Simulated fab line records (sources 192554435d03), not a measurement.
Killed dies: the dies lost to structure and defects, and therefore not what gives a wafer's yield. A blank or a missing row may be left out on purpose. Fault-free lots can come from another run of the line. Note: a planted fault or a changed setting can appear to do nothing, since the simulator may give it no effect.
Comparing a struck lot with a sound one || flow n5Finfet || 27 steps out of a route of 1938
Sound: these wafers, L468.1, L468.2, L468.6. The struck wafers were L476.1, L476.5, L476.6. Last of all comes the cause.
At each step with rows: each side's tool, then ch and its chambers, then its first start. Under that, the readings that differ: sound wafers || struck wafers || difference of the means || sigmas: that difference in standard deviations of wafers without a fault.
alike: words and numbers the same on both sides, and readings whose means are apart by under 2 such deviations; not compared: readings that were withheld, readings missing a value for some wafer, numbers with overlapping values and no deviation given by the record, and bounds like >300 which may hide the same value.
The two part at a step that has a row with sigmas, a row that says differs or no value, or rows on one side only. Non-overlapping numbers with no deviation appear without sigmas and do not part them. Lack of a reading on every wafer of one side parts them only where that side has two or more wafers.

first, 11 steps without rows for these wafers: N5_BEOL_M1_STRIP_65 (strips in N2/H2); N5_BEOL_M1_STRIP_75 (strips in N2/H2); N5_BEOL_M1_STRIP_66 (strips in CF4); N5_BEOL_M1_HM_OPEN_17 (chemistry Cl2/BCl3, target TiN, target depth 20 nm, overetch 6 nm); N5_BEOL_M1_STRIP_19 (strips in O2); N5_BEOL_M1_COAT_67 (time 60 s, resist thk 60 nm); N5_BEOL_M1_COAT_68 (time 60 s, resist thk 12 nm); N5_BEOL_M1_COAT_76 (time 60 s, resist thk 5 nm); N5_BEOL_M1_COAT_22 (resist thk 30 nm); N5_BEOL_M1_EBR_24; N5_BEOL_M1_SOFTBAKE_23 (time 60 s).
N5_BEOL_M1_EXPOSE_25: exposes mask V0, defocus 5 nm, target cd 24 nm.
  sound on euvScanner-02 ch 0, day 9 08:27; struck on euvScanner-02 ch 0, day 11 02:25
{"reading": "exposureDoseMJCm2", "sound": "63.00 62.99 62.97", "struck": "59.06 59.03 59.04", "difference": -3.94, "sigmas": -60}
  alike: mask, stageMsdNm
then, 2 steps without rows for these wafers: N5_BEOL_M1_PEB_26 (peb time 60 s); N5_BEOL_M1_DEVELOP_27 (develop time 30 s).
N5_BEOL_M1_CD_MEAS_28: target cd y 23.3 nm.
  sound on cdSem-02 ch 0, day 9 08:35; struck on cdSem-02 ch 0, day 11 02:34
{"reading": "cdNm (nm)", "sound": "23.75 24.20 24.07", "struck": "22.70 22.77 22.81", "difference": -1.25, "sigmas": -6}
then, 8 steps without rows for these wafers: N5_BEOL_M1_DESCUM_33 (chemistry O2, time 7 s); N5_BEOL_M1_ETCH_77 (etches underlayer in N2/H2, target depth 6.5 nm, time 5.2 s); N5_BEOL_M1_ETCH_69 (etches SiARC in CF4, target depth 15.6 nm, time 26 s); N5_BEOL_M1_ALD_98 (deposits SiO2, target thk 2.5 nm, pulse time 1 s, co reactant pulse time 1 s); N5_BEOL_M1_ETCHBACK_99 (etches SiO2 in CHF3, target depth 5 nm, time 10.4 s); N5_BEOL_M1_ETCH_70 (etches SOC in N2/H2, target depth 80 nm, overetch 16 nm, time 120 s); N5_BEOL_M1_STRIP_71 (strips in N2/H2); N5_BEOL_M1_STRIP_78 (strips in N2/H2).
N5_BEOL_M1_VIA_ETCH_34: etches the open film in C4F6/O2, target depth 67.8 nm, time 64.4 s.
  sound on rieDiel-05 ch 0,2,3, day 9 12:44; struck on rieDiel-02 ch 0,2,3, day 11 15:03
{"reading": "model.BEOL_M1.cdNm (nm)", "sound": "18 18 17.8", "struck": "16.6 16.6 16.8", "difference": -1.3, "sigmas": ""}
  alike: chamberPressureMTorr, drypumpMotorCurrentA, oes_f_703_au, oesProductAu, rfVppV, showerheadPlenumPTorr, throttleValvePct
  not compared: rfHoursCounterH
then, 1 step without rows for these wafers: N5_BEOL_M1_STRIP_83 (strips in C4F6/O2).
-- record jumps: 2 days separate the struck wafers' starts on either side; left off in module BEOL_M1, taken up again in module BEOL_M4, whose first shown step is the route's number 1111 --
N5_BEOL_M4_RC_MEAS_101:
  sound on prober-01 ch 0, day 11 23:53; struck on prober-02 ch 0, day 13 18:45
{"reading": "DIBL_N (mV/V)", "sound": "38.9 38.3 38.6", "struck": "34.3 34.7 37.2", "difference": -3.2, "sigmas": -3}
{"reading": "SS_P (mV/dec)", "sound": "74.1 73.3 73.9", "struck": "72.1 72.2 73.1", "difference": -1.3, "sigmas": -2}
  alike: DIBL_P, IOFF_N, IOFF_P, ION_N, ION_P, SS_N, VT_N, VT_P
then, 1 step without rows for these wafers: N5_PASSIVATION_PROBE_49.

WHERE THEY PART
Earliest at N5_BEOL_M1_EXPOSE_25; latest, in this record, at N5_BEOL_M4_RC_MEAS_101.

WHY: what had been put in by the simulator
Drift in process parameters on euvScanner-02 at N5_BEOL_M1_EXPOSE_25, starting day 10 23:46. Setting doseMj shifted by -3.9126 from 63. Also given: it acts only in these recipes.
